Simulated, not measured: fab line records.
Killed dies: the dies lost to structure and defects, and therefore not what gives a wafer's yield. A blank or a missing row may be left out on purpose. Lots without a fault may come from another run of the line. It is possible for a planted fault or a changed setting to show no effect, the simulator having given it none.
Matching of chambers	flow nand harc	NHARC_A_STAIRCASE_TRIM_229 on rie diel-10 has 4 sister chambers
The step chemistry O2, time 211.2 s. 8 wafers are shown with their chamber, then 11 later ones without.

WAFERS PAIRED WITH THEIR CHAMBERS
wafer	chamber	drypump motor current A (A)	oes product au (a.u.)
L079.5	3	6.02	1.013
L083.1	2	5.20	1.009
L083.2	3	6.03	1.005
L083.4	0	5.83	1.004
L082.2	0	5.82	0.996
L082.4	1	5.63	1.002
L082.5	2	5.20	0.993
L084.2	1	5.63	1.003

WAFERS WITHOUT THEIR CHAMBER
wafer	drypump motor current A (A)	oes product au (a.u.)
L084.5	5.84	0.988
L084.6	5.64	1.004
L087.1	5.82	0.998
L087.5	5.82	0.998
L087.6	6.01	0.997
L093.2	5.23	0.995
L093.5	5.23	1.010
L093.6	5.62	0.999
L094.2	5.66	1.006
L094.4	6.00	0.995
L094.5	5.21	1.000

CHAMBER TAKEN BY EACH
wafer	from the rows above	in truth
L084.5	0	0
L084.6	1	1
L087.1	0	0
L087.5	0	0
L087.6	3	3
L093.2	2	2
L093.5	2	2
L093.6	1	1
L094.2	1	1
L094.4	3	3
L094.5	2	2
11 of 11 placed correctly. Can't be placed from these rows: 0. Number placed wrongly: 0.
How it was worked out, from the rows above alone: a wafer's distance from a chamber is the root of the sum, over the readings, of the square of ((its reading less the chamber's mean) divided by the reading's scatter). If the next closest chamber is less than 2 further off than the closest, the wafer can't be placed; otherwise it belongs to the closest. A chamber's mean is the mean of its shown wafers. How the scatter is found: for the shown wafers, subtract from each reading the mean of its chamber, square and add these, divide the total by (wafers less chambers), then take the root.
